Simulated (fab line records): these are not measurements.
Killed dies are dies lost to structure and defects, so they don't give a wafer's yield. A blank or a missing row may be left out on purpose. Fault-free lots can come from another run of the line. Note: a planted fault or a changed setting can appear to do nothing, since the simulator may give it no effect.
Which tool was responsible? ; flow n5 finfet ; Sampling: 9 lots, 27 wafers, 7 of 1938 route steps

== WHAT THE GAUGES SHOWED, per wafer ==
N5_BEOL_M7_OCD_MEAS_38. Usual: trench depth nm 93.2 nm, standard deviation 1.9.
lot;measured;on;trench depth nm (nm);flag
L418;day 9 19:44;ocd-02;91.0 93.2 95.7;
L422;day 10 13:44;ocd-02;91.9 89.7 94.8;
L424;day 11 13:08;ocd-02;92.9 89.2 93.5;
L427;day 12 05:53;ocd-02;93.6 90.0 92.7;
L432;day 13 12:32;ocd-02;96.3 91.3 101.4;
L433;day 13 13:56;ocd-02;95.0 93.1 101.9;
L431;day 13 16:28;ocd-01;92.2 93.2 96.0;
L439;day 15 21:48;ocd-01;94.1 92.9 91.8;
L440;day 17 02:17;ocd-01;93.2 90.4 93.1;

N5_BEOL_M7_THK_MEAS_53: measures by xrf. Usual: M7_THK gives 79.3 nm (standard deviation 2.3).
lot;measured;on;M7_THK (nm);flag
L418;day 10 00:25;film metro-01;75.0 80.2 82.3;
L422;day 10 16:50;film metro-01;76.5 74.4 78.8;
L424;day 11 16:06;film metro-01;79.2 74.8 78.6;
L427;day 12 08:10;film metro-01;78.4 74.2 78.6;
L432;day 13 15:53;film metro-01;83.4 78.0 90.1;
L433;day 13 16:22;film metro-01;81.1 79.6 87.7;
L431;day 13 18:33;film metro-02;79.3 79.2 82.4;
L439;day 16 00:32;film metro-01;79.7 77.5 76.9;
L440;day 17 05:53;film metro-01;78.7 76.5 77.9;

N5_BEOL_M7_RS_MEAS_57: a four-point-probe measurement. Usual: M7_RS gives 0.288 ohm/sq (standard deviation 0.0096).
lot;measured;on;M7_RS (ohm/sq);flag
L418;day 10 00:32;film metro-01;0.302 0.279 0.271;
L422;day 10 16:58;film metro-01;0.296 0.304 0.286;
L424;day 11 16:14;film metro-02;0.285 0.305 0.288;
L427;day 12 08:18;film metro-01;0.289 0.310 0.290;
L432;day 13 16:01;film metro-02;0.271 0.293 0.249;
L433;day 13 16:30;film metro-01;0.278 0.285 0.254;
L431;day 13 18:41;film metro-01;0.286 0.287 0.276;
L439;day 16 00:40;film metro-02;0.285 0.292 0.298;
L440;day 17 06:01;film metro-02;0.289 0.298 0.293;

== EACH LOT AND THE TOOL THAT RAN IT (in order: tool; ch and the chambers of the sampled wafers; start) ==
lot;N5_BEOL_M7_ETCH_72;N5_BEOL_M7_TRENCH_ETCH_37;N5_BEOL_M7_DEGAS_44;N5_BEOL_M7_PRE_CLEAN_45
L418;rie diel-03 ch 1,2,3, day 9 19:20;rie diel-03 ch 1,2,3, day 9 19:34;pvd sputter-01, day 9 21:49;pvd sputter-01, day 9 21:51
L422;rie diel-05 ch 0,1,3, day 10 13:20;rie diel-05 ch 0,1,3, day 10 13:34;pvd sputter-01, day 10 14:37;pvd sputter-01, day 10 14:39
L424;rie diel-05 ch 0,2, day 11 12:45;rie diel-05 ch 0,2, day 11 12:59;pvd sputter-03, day 11 14:11;pvd sputter-03, day 11 14:14
L427;rie diel-03 ch 0,2,3, day 12 05:29;rie diel-03 ch 0,2,3, day 12 05:44;pvd sputter-02, day 12 06:27;pvd sputter-02, day 12 06:29
L432;rie diel-03 ch 0,1,3, day 13 12:08;rie diel-03 ch 0,1,3, day 13 12:22;pvd sputter-03, day 13 14:25;pvd sputter-03, day 13 14:28
L433;rie diel-03 ch 0,1,2, day 13 13:33;rie diel-03 ch 0,1,2, day 13 13:47;pvd sputter-03, day 13 14:55;pvd sputter-03, day 13 14:58
L431;rie diel-06 ch 0,1,3, day 13 16:04;rie diel-06 ch 0,1,3, day 13 16:19;pvd sputter-03, day 13 17:01;pvd sputter-03, day 13 17:03
L439;rie diel-05 ch 1,2,3, day 15 21:25;rie diel-05 ch 1,2,3, day 15 21:38;pvd sputter-03, day 15 22:34;pvd sputter-03, day 15 22:37
L440;rie diel-05 ch 1,2,3, day 17 01:53;rie diel-05 ch 1,2,3, day 17 02:07;pvd sputter-03, day 17 02:49;pvd sputter-03, day 17 02:51
- N5_BEOL_M7_ETCH_72: etches underlayer in N2/H2, target depth 6.5 nm, time 5.2 s.
- N5_BEOL_M7_TRENCH_ETCH_37: etches SiCOH lowk in C4F6/O2, target depth 93.478 nm, time 31.2 s.
- N5_BEOL_M7_DEGAS_44: time 60 s.
- N5_BEOL_M7_PRE_CLEAN_45: time 30 s.

== AS READ BY THE TOOLS THEMSELVES (means over the sampled wafers that have a number; for cases with no such wafer, the mark the record gives instead) ==
N5_BEOL_M7_ETCH_72. Usual: bias w 150.0 W, standard deviation 0.44; chamber pressure mTorr 30.00 mTorr, standard deviation 0.04; drypump motor current A 5.7 A, standard deviation 0.47; etch rf on time s 5.18 s, standard deviation 0.13; n2 flow sccm 200.0 sccm, standard deviation 0.59; oes product au 0.66 a.u., standard deviation 0.052; rf vpp V 523.4 V, standard deviation 2.6; showerhead plenum p Torr 2.52 Torr, standard deviation 0.084; throttle valve pct 17.80 %, standard deviation 0.22.
lot;tool;bias w (W);chamber pressure mTorr (mTorr);drypump motor current A (A);etch rf on time s (s);n2 flow sccm (sccm);oes product au (a.u.);rf vpp V (V);showerhead plenum p Torr (Torr);throttle valve pct (%);flag
L418;rie diel-03;150.0;29.97;5.5;5.12;200.5;0.69;522.6;2.52;17.60;
L422;rie diel-05;150.2;30.02;6.1;5.34;200.2;0.66;523.7;2.52;17.86;
L424;rie diel-05;149.6;30.02;5.1;5.26;199.8;0.67;523.5;2.56;17.74;
L427;rie diel-03;150.1;30.00;5.6;5.18;200.3;0.64;522.9;2.54;17.73;
L432;rie diel-03;150.3;29.98;5.3;5.20;199.3;0.66;523.9;2.55;17.70;
L433;rie diel-03;150.1;30.01;5.7;5.02;200.0;0.66;521.6;2.47;17.61;
L431;rie diel-06;150.0;29.98;5.7;5.20;200.0;0.63;522.7;2.54;17.90;
L439;rie diel-05;149.9;30.04;5.8;5.19;200.0;0.67;524.1;2.52;17.79;
L440;rie diel-05;149.9;30.02;5.8;5.20;199.8;0.67;523.3;2.52;17.82;

N5_BEOL_M7_TRENCH_ETCH_37. Usual: C4F6_flow_sccm 10.002 sccm, standard deviation 0.028; bias w 185.0 W, standard deviation 0.56; chamber pressure mTorr 30.002 mTorr, standard deviation 0.03; drypump motor current A 5.7 A, standard deviation 0.47; mfc ar sccm 300.0 sccm, standard deviation 0.93; oes product au 0.77 a.u., standard deviation 0.061; rf vpp V 664 V, standard deviation 14; showerhead plenum p Torr 2.83 Torr, standard deviation 0.093; throttle valve pct 20.87 %, standard deviation 0.17.
lot;tool;C4F6_flow_sccm (sccm);bias w (W);chamber pressure mTorr (mTorr);drypump motor current A (A);mfc ar sccm (sccm);oes product au (a.u.);rf vpp V (V);showerhead plenum p Torr (Torr);throttle valve pct (%);flag
L418;rie diel-03;10.012;185.5;29.989;5.5;300.8;0.80;654;2.84;20.77;
L422;rie diel-05;10.030;185.0;30.007;6.1;300.5;0.78;669;2.82;20.86;
L424;rie diel-05;10.011;184.9;29.994;5.1;299.7;0.79;655;2.87;20.97;
L427;rie diel-03;10.021;185.5;29.993;5.6;300.9;0.75;668;2.84;20.77;
L432;rie diel-03;9.974;201.1;30.004;5.3;301.0;0.80;702;2.85;20.82;OFF
L433;rie diel-03;9.996;200.6;30.013;5.7;299.9;0.77;707;2.77;20.73;OFF
L431;rie diel-06;9.989;185.5;30.001;5.7;299.9;0.74;673;2.83;20.89;
L439;rie diel-05;10.030;185.4;29.972;5.8;299.0;0.79;671;2.83;20.89;
L440;rie diel-05;9.986;185.0;30.005;5.8;299.7;0.77;671;2.82;20.90;

N5_BEOL_M7_DEGAS_44. Usual: heater power w 342 W, standard deviation 33.
lot;tool;heater power w (W);flag
L418;pvd sputter-01;356;
L422;pvd sputter-01;376;
L424;pvd sputter-03;317;
L427;pvd sputter-02;332;
L432;pvd sputter-03;335;
L433;pvd sputter-03;341;
L431;pvd sputter-03;340;
L439;pvd sputter-03;338;
L440;pvd sputter-03;339;

N5_BEOL_M7_PRE_CLEAN_45. Usual: heater power w 342 W, standard deviation 34.
lot;tool;heater power w (W);flag
L418;pvd sputter-01;359;
L422;pvd sputter-01;366;
L424;pvd sputter-03;313;
L427;pvd sputter-02;330;
L432;pvd sputter-03;337;
L433;pvd sputter-03;345;
L431;pvd sputter-03;338;
L439;pvd sputter-03;337;
L440;pvd sputter-03;345;

== THE ANSWER, worked out from the rows above alone ==
Rule: lot off if the mean of its wafers having a number is beyond 3 standard deviations from the usual mean. Also off: a lot with no number at a reading for which 4 or more lots have one. Where the step has rows for the other lots, those lots are counted as sound. Order of review: gauges by route order, followed by the tools' own readings, for which a lot's mean as printed above is used. At the first step where some lot is off, the reading lying furthest off is the one used; lots without a number count as furthest.
Off at N5_BEOL_M7_TRENCH_ETCH_37 (bias w): L432, L433.
If a tool, at that step or one of the process steps before it, ran each lot that is off and ran no sound lot following the first of them, it fits. One fits: N5_BEOL_M7_ETCH_72 and N5_BEOL_M7_TRENCH_ETCH_37 on rie diel-03. At N5_BEOL_M7_ETCH_72 its last sound lot is L427 (day 12 05:29), its first lot that is off L432 (day 13 12:08): a fault that began between those two fits.

== WHAT THE SIMULATOR PUT IN ==
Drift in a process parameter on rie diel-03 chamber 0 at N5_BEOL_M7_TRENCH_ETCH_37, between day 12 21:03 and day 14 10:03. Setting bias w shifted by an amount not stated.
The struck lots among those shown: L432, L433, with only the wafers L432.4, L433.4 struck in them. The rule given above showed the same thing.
